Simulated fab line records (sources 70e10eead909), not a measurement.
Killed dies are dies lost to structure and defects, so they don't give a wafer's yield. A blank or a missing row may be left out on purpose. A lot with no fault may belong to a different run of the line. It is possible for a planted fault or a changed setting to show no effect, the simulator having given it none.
fab line records ; flow nand_harc
[record] lots = 5; wafers = 13; last_day = 32
route steps=1302 shown A_STAIRCASE@728
lots that met no fault: from a run of the same line without faults
start_h: hours from the record's first day to the start of the lot's first wafer shown ; wait_h: time in hours since the lot's previous step ; " identical to the entry in the row above ; L1.1+2: a single row standing in for several wafers ; - no value present, or no start provided ; * or withheld: withheld ; < > ~ a bound
route shown NAME@n: a module of which the file shows steps, and the number in the route of the first ; usual: the fault-free wafers' mean and standard deviation ; same: alike in all rows ; chamber/n: place in a boat ; sites: the reading at each site ; _std_site: standard deviation of those values ; _edge_site: outer sites' mean less inner sites' ; radius_mm: how far each site lies from the wafer's centre ; mask NAME#n: copy n ; behind: the tool/chamber that last shaped the wafer ; hold: the reason the lot was held/the length of the hold in hours/how it ended ; device: the n, p or np transistor that did not switch ; end of line: tests of these same wafers at the route's end ; step lacking rows: just its recipe ; killed: dies that structure and defects cost at the first sort, which is not the same as the wafer's yield ; map: the dies of a wafer, with x for killed, . for not killed, _ for no die there
set.NAME: the setting that was run; set.NAME@STEP: the one run at that earlier step ; model.NAME: the simulator's own value behind a step, which no gauge read
lots seen at some steps along the route; tables by step, rows by wafer
services: from which hour (start_h, from the record's first day; less than 0 if before it) a tool's chamber was out of use, for how many hours, and why
[[steps]]
[step NHARC_A_STAIRCASE_EXPOSE_214]
[recipe] na = 0.5; dose_mj = 31.26; mask_id = STAIR_3
[step NHARC_A_STAIRCASE_PEB_215]
[recipe] peb_temp_c = 115; peb_time_s = 130
[step NHARC_A_STAIRCASE_DEVELOP_216]
[recipe] time_s = 140
[step NHARC_A_STAIRCASE_HARDBAKE_218]
[recipe] temp_c = 120; time_s = 140
[step NHARC_A_STAIRCASE_DESCUM_219]
[recipe] time_s = 3; o2_flow_sccm = 200; ar_flow_sccm = 0; bias_power_w = 0; chemistry = O2
[usual] drypump_motor_current_A = 5.6/0.5; oes_product_au = 1.001/0.007; rf_vpp_V = 57.6/0.91; showerhead_plenum_p_Torr = 1.88/0.069; throttle_valve_pct = 11.312/0.0079
lot.wafer;tool;chamber;start_h;wait_h;drypump_motor_current_A;oes_product_au;rf_hours_counter_h;rf_vpp_V;showerhead_plenum_p_Torr;throttle_valve_pct
L307.3;rie_diel-04;3;400.10;-;6.2;0.990;10;58.0;1.94;11.319
L307.4;rie_diel-04;1;400.10;-;5.8;0.990;10;57.9;1.88;11.314
L307.2;rie_diel-04;2;400.10;-;5.1;1.000;11;57.1;1.81;11.308
L315.2;rie_diel-02;1;477.83;-;5.7;1.010;24;57.7;2.07;11.303
L315.1;rie_diel-02;2;477.83;-;5.7;1.006;27;57.7;1.93;11.316
L315.4;rie_diel-02;0;477.83;-;5.1;0.999;-;57.4;1.84;11.303
L316.3;rie_diel-04;3;480.75;-;6.1;0.997;36;57.8;1.93;11.326
L316.4;rie_diel-04;0;480.75;-;5.6;1.005;41;55.5;1.83;11.312
L316.6;rie_diel-04;0;480.75;-;5.6;1.015;-;57.2;1.83;11.316
L320.4;rie_diel-02;2;535.49;-;5.7;0.999;45;57.8;1.92;11.315
L322.3;rie_diel-04;2;558.05;-;5.1;1.008;4;57.2;1.80;11.320
L322.4;rie_diel-04;1;558.05;-;5.8;0.989;-;57.6;1.86;11.309
L322.5;rie_diel-04;2;558.05;-;5.1;0.995;-;57.0;1.80;11.319
[step NHARC_A_STAIRCASE_TRIM_220]
[recipe] time_s = 211.2; o2_flow_sccm = 500; ar_flow_sccm = 0; bias_w = 0; chemistry = O2
[step NHARC_A_STAIRCASE_ETCH_221]
[recipe] target_depth_a = 1000; time_s = 40.5; ion_energy_ev = 400; c4f8_flow_sccm = 20; o2_flow_sccm = 10; ar_flow_sccm = withheld; rf_w = 600; bias_w = 1000; chemistry = C4F8/O2
[usual] oes_product_au = 0.941/0.013; rf_vpp_V = 894/4.6
lot.wafer;tool;chamber;start_h;wait_h;oes_product_au;rf_hours_counter_h;rf_vpp_V
L307.3;rie_diel-04;1;-;-;0.925;11;892
L307.4;rie_diel-04;2;-;-;0.932;11;889
L307.2;rie_diel-04;0;-;-;0.924;10;892
L315.1;rie_diel-02;0;-;-;0.947;27;890
L315.2;rie_diel-02;2;-;-;0.945;28;898
L315.4;rie_diel-02;0;-;-;0.944;-;892
L316.3;rie_diel-04;0;-;-;0.947;41;891
L316.4;rie_diel-04;3;-;-;0.933;36;896
L316.6;rie_diel-04;0;-;-;0.945;-;891
L320.4;rie_diel-02;3;-;-;0.929;18;888
L322.3;rie_diel-04;3;-;-;0.946;3;896
L322.5;rie_diel-04;2;-;-;0.952;-;887
L322.4;rie_diel-04;3;-;-;0.941;-;897
[step NHARC_A_STAIRCASE_TRIM_222]
[recipe] time_s = 211.2; o2_flow_sccm = 500; ar_flow_sccm = 0; bias_w = 0; chemistry = O2
[step NHARC_A_STAIRCASE_ETCH_223]
[recipe] target_depth_a = 1000; time_s = 40.5; ion_energy_ev = 400; c4f8_flow_sccm = 20; o2_flow_sccm = 10; ar_flow_sccm = withheld; rf_w = 600; bias_w = 1000; chemistry = C4F8/O2
[step NHARC_A_STAIRCASE_TRIM_224]
[recipe] time_s = 211.2; o2_flow_sccm = 500; ar_flow_sccm = 0; bias_w = 0; chemistry = O2
[step NHARC_A_STAIRCASE_ETCH_225]
[recipe] target_depth_a = 1000; time_s = 40.5; ion_energy_ev = 400; c4f8_flow_sccm = 20; o2_flow_sccm = 10; ar_flow_sccm = withheld; rf_w = 600; bias_w = 1000; chemistry = C4F8/O2
[usual] oes_product_au = 0.943/0.0093; rf_vpp_V = 894/4.4
lot.wafer;tool;chamber;start_h;wait_h;oes_product_au;rf_hours_counter_h;rf_vpp_V
L307.3;rie_diel-04;3;-;-;0.930;11;898
L307.4;rie_diel-04;1;-;-;0.935;12;893
L307.2;rie_diel-04;2;-;-;0.935;12;889
L315.1;rie_diel-02;2;-;-;0.948;28;896
L315.2;rie_diel-02;0;-;-;0.951;28;891
L315.4;rie_diel-02;2;-;-;0.952;-;897
L316.3;rie_diel-04;0;-;-;0.946;41;889
L316.4;rie_diel-04;1;-;-;0.942;41;893
L316.6;rie_diel-04;1;-;-;0.945;-;894
L320.4;rie_diel-02;0;-;-;0.953;47;891
L322.3;rie_diel-04;2;-;-;0.945;4;888
L322.5;rie_diel-04;1;-;-;0.934;-;893
L322.4;rie_diel-04;2;-;-;0.943;-;890
[step NHARC_A_STAIRCASE_TRIM_226]
[recipe] time_s = 211.2; o2_flow_sccm = 500; ar_flow_sccm = 0; bias_w = 0; chemistry = O2
[usual] drypump_motor_current_A = 5.6/0.5; oes_product_au = 1.000/0.0067; rf_vpp_V = 57.6/0.91; run_length_s = 232.4/0.42; showerhead_plenum_p_Torr = 3.49/0.13; throttle_valve_pct = 17.037/0.0087
lot.wafer;tool;chamber;start_h;wait_h;drypump_motor_current_A;oes_product_au;rf_hours_counter_h;rf_vpp_V;run_length_s;showerhead_plenum_p_Torr;throttle_valve_pct
L307.3;rie_diel-04;3;401.54;-;6.1;0.992;11;56.2;232.3;3.57;17.049
L307.2;rie_diel-04;0;401.54;-;5.6;0.999;11;59.4;232.8;3.40;17.031
L307.4;rie_diel-04;1;401.54;-;5.9;1.003;12;56.7;232.2;3.46;17.043
L315.2;rie_diel-02;1;478.75;-;5.7;0.997;25;58.5;232.7;3.79;17.030
L315.1;rie_diel-02;2;478.75;-;5.7;1.004;28;58.5;232.4;3.55;17.051
L315.4;rie_diel-02;2;478.75;-;5.7;0.998;-;57.4;232.6;3.55;17.033
L316.3;rie_diel-04;3;481.54;-;6.2;0.987;36;58.1;232.2;3.56;17.035
L316.4;rie_diel-04;1;481.54;-;5.9;1.000;41;56.7;232.5;3.45;17.042
L316.6;rie_diel-04;3;481.54;-;6.2;0.988;-;58.7;232.2;3.56;17.044
L320.4;rie_diel-02;0;536.42;-;5.1;1.006;47;58.2;290.3;3.39;17.044
L322.3;rie_diel-04;3;558.95;-;6.1;0.999;3;58.4;232.1;3.55;17.051
L322.4;rie_diel-04;3;558.95;-;6.2;1.001;-;57.2;232.1;3.55;17.039
L322.5;rie_diel-04;2;558.95;-;5.2;1.011;-;57.1;231.8;3.33;17.044
[step NHARC_A_STAIRCASE_ETCH_227]
[recipe] target_depth_a = 1000; time_s = 40.5; ion_energy_ev = 400; c4f8_flow_sccm = 20; o2_flow_sccm = 10; ar_flow_sccm = withheld; rf_w = 600; bias_w = 1000; chemistry = C4F8/O2
[usual] oes_product_au = 0.945/0.01; rf_vpp_V = 894/4.6
lot.wafer;tool;chamber;start_h;wait_h;oes_product_au;rf_hours_counter_h;rf_vpp_V
L307.3;rie_diel-04;1;-;-;0.941;12;893
L307.2;rie_diel-04;2;-;-;0.935;12;891
L307.4;rie_diel-04;0;-;-;0.947;11;891
L315.1;rie_diel-02;0;-;-;0.946;28;890
L315.2;rie_diel-02;1;-;-;0.947;25;904
L315.4;rie_diel-02;2;-;-;0.953;-;898
L316.3;rie_diel-04;0;-;-;0.950;42;891
L316.4;rie_diel-04;3;-;-;0.931;36;898
L316.6;rie_diel-04;0;-;-;0.950;-;891
L320.4;rie_diel-02;3;-;-;0.966;18;886
L322.3;rie_diel-04;2;-;-;0.957;5;889
L322.4;rie_diel-04;2;-;-;0.956;-;890
L322.5;rie_diel-04;1;-;-;0.950;-;893
[step NHARC_A_STAIRCASE_TRIM_229]
[recipe] time_s = 211.2; o2_flow_sccm = 500; ar_flow_sccm = 0; bias_w = 0; chemistry = O2
[usual] drypump_motor_current_A = 5.6/0.5; oes_product_au = 1.001/0.0074; rf_vpp_V = 57.7/0.86; run_length_s = 232.5/0.4; showerhead_plenum_p_Torr = 3.48/0.12; throttle_valve_pct = 17.035/0.0093
lot.wafer;tool;chamber;start_h;wait_h;hold;drypump_motor_current_A;oes_product_au;rf_hours_counter_h;rf_vpp_V;run_length_s;showerhead_plenum_p_Torr;throttle_valve_pct
L307.4;rie_diel-04;3;401.89;0.1;-;6.2;0.999;11;58.5;232.4;3.57;17.041
L307.2;rie_diel-04;0;401.89;0.1;-;5.7;0.995;11;56.9;233.4;3.40;17.034
L307.3;rie_diel-04;1;401.89;0.1;-;5.8;1.004;12;56.7;232.3;3.46;17.039
L315.1;rie_diel-02;1;479.13;0.1;-;5.7;0.998;25;58.3;232.3;3.79;17.049
L315.2;rie_diel-02;2;479.13;0.1;-;5.7;1.011;28;57.3;232.2;3.55;17.049
L315.4;rie_diel-02;1;479.13;0.1;-;5.7;1.001;-;58.7;232.2;3.79;17.017
L316.4;rie_diel-04;3;481.86;0.1;-;6.1;1.004;36;58.0;232.2;3.56;17.042
L316.3;rie_diel-04;1;481.86;0.1;-;5.9;1.001;41;57.0;232.1;3.45;17.032
L316.6;rie_diel-04;3;481.86;0.1;-;6.2;0.999;-;58.1;232.2;3.56;17.043
L320.4;rie_diel-02;3;545.53;8.7;await_dispo/8.6h/release;5.6;0.995;18;57.3;233.4;3.30;17.016
L322.3;rie_diel-04;3;559.37;0.1;-;6.2;1.005;4;56.8;232.7;3.55;17.042
L322.5;rie_diel-04;2;559.37;0.1;-;5.1;1.008;-;57.6;231.9;3.33;17.035
L322.4;rie_diel-04;3;559.37;0.1;-;6.2;0.997;-;56.4;232.8;3.55;17.033
[[services]]
tool;chamber;start_h;hours;kind
rie_diel-04;0;389.23;-;clean
rie_diel-04;1;389.23;-;clean
rie_diel-04;2;389.23;-;clean
rie_diel-04;3;389.23;-;clean
rie_diel-02;3;394.60;6.4;repair
rie_diel-02;-;394.95;9.0;pm
rie_diel-04;0;413.92;-;clean
rie_diel-04;1;413.92;-;clean
rie_diel-04;2;413.92;-;clean
rie_diel-04;3;413.92;-;clean
rie_diel-04;0;439.05;-;clean
rie_diel-04;1;439.05;-;clean
rie_diel-04;2;439.05;-;clean
rie_diel-04;3;439.05;-;clean
rie_diel-04;0;463.55;-;clean
rie_diel-04;1;463.55;-;clean
rie_diel-04;2;463.55;-;clean
rie_diel-04;3;463.55;-;clean
rie_diel-02;2;485.22;11.9;repair
rie_diel-04;0;488.05;-;clean
rie_diel-04;1;488.05;-;clean
rie_diel-04;-;518.10;0.4;repair
rie_diel-04;-;532.73;9.0;pm
rie_diel-04;0;556.36;9.9;repair
[[key]]
[first_sign] step = NHARC_A_STAIRCASE_TRIM_226; reading = run_length_s; direction = up; sigmas = 99+; usual = *; struck = *
effect none on later readings
met_at NHARC_A_STAIRCASE_TRIM_226
struck_wafers L320.4
sort_left_out L320.4
tester_left_out L320
[fault] kind = process_parameter_drift; tool = rie_diel-02; chamber = 0; onset_h = 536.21; steps = NHARC_A_STAIRCASE_TRIM_226; channel = time_s; offset = *; shape = step; end_h = 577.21; acts_in = *; stated = *
// tester_left_out: of these lots the tester's yield and bins aren't shown, on N5 and GAA mostly nor the transistor test; their killed dies are dies lost to structure and defects alone, not to doping, threshold or leakage, so they don't give the yield
// sort_left_out: the simulated sort isn't trusted on such a fault, so these wafers' sort isn't shown, and their yield isn't known
